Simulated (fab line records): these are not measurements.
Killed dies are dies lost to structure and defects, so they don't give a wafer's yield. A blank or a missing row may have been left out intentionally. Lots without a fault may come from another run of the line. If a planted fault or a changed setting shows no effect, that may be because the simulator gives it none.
Struck lot and sound lot, side by side || flow nand-harc || 39 steps out of a route of 1159
Sound: the wafers L214.2, L214.3, L214.4. Wafers L219.3, L219.4, L219.5 were the ones struck. At the end, the cause is stated.
For every step that has rows: the tool of each side, followed by ch and its chambers, followed by its first start. Under that, the readings that differ: sound wafers || struck wafers || difference of the means || sigmas: that difference in standard deviations of wafers without a fault.
alike: a reading whose means differ by less than 2 such deviations, as well as words and numbers matching on both sides. not compared: withheld readings; readings where some wafer has no value; bounds like >300 that might hide an equal value; numbers whose values overlap and for which the record gives no deviation.
A row with sigmas, a row that says differs or no value, or rows on one side alone: a step with any of these is where the two part. When numbers do not overlap yet have no deviation, they are printed without sigmas and do not part them. A reading missing from all wafers of one side parts the sides only when that side holds two or more wafers.

first, 4 steps without rows for these wafers: NHARC_A_CHANNEL_HOLE_D1_ETCH_44 (etches the open film in CF4/O2, target depth 140 nm, overetch 14 nm, time 77 s); NHARC_A_CHANNEL_HOLE_D1_STRIP_27 (strips in O2); NHARC_A_CHANNEL_HOLE_D1_PRECLEAN_28 (cleans in SC1); NHARC_A_CHANNEL_HOLE_D1_SRD_29.
NHARC_A_CHANNEL_HOLE_D1_CD_MEAS_30:
  sound on cd-sem-01 at day 9 07:25; struck on cd-sem-01 at day 9 23:01
  alike: cd-nm
following that, these wafers have no rows for 1 step: NHARC_A_CHANNEL_HOLE_D1_XSEM_31.
NHARC_A_CHANNEL_HOLE_D1_INSPECT_40:
  sound on defect-inspect-01 at day 9 07:37; struck on defect-inspect-02 at day 9 23:11
  alike: raw-defect-count
then, 3 steps without rows for these wafers: NHARC_A_CHANNEL_FILL_D1_PRECLEAN_00 (cleans in SC1); NHARC_A_CHANNEL_FILL_D1_SRD_01; NHARC_A_CHANNEL_FILL_D1_ALD_02 (deposits SiO2, target thk 6 nm, pulse time 10 s, ald cycles 60).
NHARC_A_CHANNEL_FILL_D1_ALD_03: deposits SiNx, target thk 6 nm, pulse time 60 s, ald cycles 58.
  sound on ald-sin-batch-02 ch 0; struck on ald-sin-batch-01 ch 0
  alike: precursor-pulse-height-rel
then, 1 step without rows for these wafers: NHARC_A_CHANNEL_FILL_D1_ALD_14 (deposits SiO2, target thk 2.5 nm, pulse time 10 s, ald cycles 25).
NHARC_A_CHANNEL_FILL_D1_ALD_15: deposits SiNx, target thk 2 nm, pulse time 60 s, ald cycles 19.
  sound on ald-sin-batch-01 ch 0, day 9 20:05; struck on ald-sin-batch-02 ch 0, day 10 09:32
  alike: precursor-pulse-height-rel
NHARC_A_CHANNEL_FILL_D1_ALD_16: deposits SiO2, target thk 1.5 nm, pulse time 10 s, ald cycles 15.
  sound on ald-hk-02 ch 0,1,3, day 9 22:18; struck on ald-hk-02 ch 0,1, day 10 11:35
  alike: heater-power-w, precursor-pulse-height-rel
then, 2 steps without rows for these wafers: NHARC_A_CHANNEL_FILL_D1_ANNEAL_17 (time 1800 s); NHARC_A_CHANNEL_FILL_D1_CVD_18 (deposits poly-Si, target thk 3 nm).
NHARC_A_CHANNEL_FILL_D1_ETCHBACK_19: etches the open film in HBr/Cl2, target depth 5 nm, time 1.7 s.
  sound on rie-si-06 ch 0,1,2, day 10 09:56; struck on rie-si-03 ch 1,2,3, day 10 23:22
  alike: bias-w, drypump-motor-current-A, oes-product-au, throttle-valve-pct
  not compared: rf-hours-counter-h
then, 6 steps without rows for these wafers: NHARC_A_CHANNEL_FILL_D1_ETCHBACK_20 (etches the open film in C4F8/O2/Ar, target depth 27 nm, time 13.5 s); NHARC_A_CHANNEL_FILL_D1_STRIP_28 (strips in O2, time 20 s); NHARC_A_CHANNEL_FILL_D1_PRECLEAN_21 (cleans in dHF, time 30 s); NHARC_A_CHANNEL_FILL_D1_SRD_23; NHARC_A_CHANNEL_FILL_D1_CVD_05 (deposits poly-Si, target thk 5 nm); NHARC_A_CHANNEL_FILL_D1_ANNEAL_22 (time 7200 s).
NHARC_A_CHANNEL_FILL_D1_ALD_25: deposits SiOx, target thk 60 nm, pulse time 10 s, ald cycles 600.
  sound on ald-hk-01 ch 1,2,3, day 10 22:09; struck on ald-hk-02 ch 0,2,3, day 11 12:32
  alike: heater-power-w, precursor-pulse-height-rel
then, 8 steps without rows for these wafers: NHARC_A_CHANNEL_FILL_D1_ETCHBACK_08 (etches the open film in C4F8, target depth 220 nm, time 110 s); NHARC_A_CHANNEL_FILL_D1_STRIP_29 (strips in O2, time 20 s); NHARC_A_CHANNEL_FILL_D1_PRECLEAN_30 (cleans in dHF, time 30 s); NHARC_A_CHANNEL_FILL_D1_SRD_31; NHARC_A_CHANNEL_FILL_D1_CVD_09 (deposits poly-Si, target thk 150 nm, time 3000 s); NHARC_A_CHANNEL_FILL_D1_CMP_10 (polishes, target thk 150 nm); NHARC_A_CHANNEL_FILL_D1_SRD_12; NHARC_A_CHANNEL_FILL_D1_RTA_24 (time 5 s).
NHARC_A_STAIRCASE_DEP_156: deposits SiNx, target thk 50 nm.
  sound on pecvd-03 ch 0,1,2, day 11 10:02; struck on pecvd-03 ch 0,2, day 11 23:47
  alike: heater-power-w
then, 5 steps without rows for these wafers: NHARC_A_STAIRCASE_DEHYDRATE_158 (time 120 s); NHARC_A_STAIRCASE_HMDS_159 (time 30 s); NHARC_A_STAIRCASE_COAT_160; NHARC_A_STAIRCASE_SOFTBAKE_161 (time 170 s); NHARC_A_STAIRCASE_EBR_162.
-- the record jumps here: 9 days lie between the struck wafers' starts before and after (it left off in module A_STAIRCASE and takes up again in module END, whose first step shown is number 1159 of the route) --
NHARC_END_SORT_01:
  at this point the record logs the struck wafers (prober-02 ch 0, day 21 04:07) and has no rows for the sound ones

== WHERE THEY PART ==
Only at NHARC_END_SORT_01, as far as this record shows.

WHY: what the simulator had put in
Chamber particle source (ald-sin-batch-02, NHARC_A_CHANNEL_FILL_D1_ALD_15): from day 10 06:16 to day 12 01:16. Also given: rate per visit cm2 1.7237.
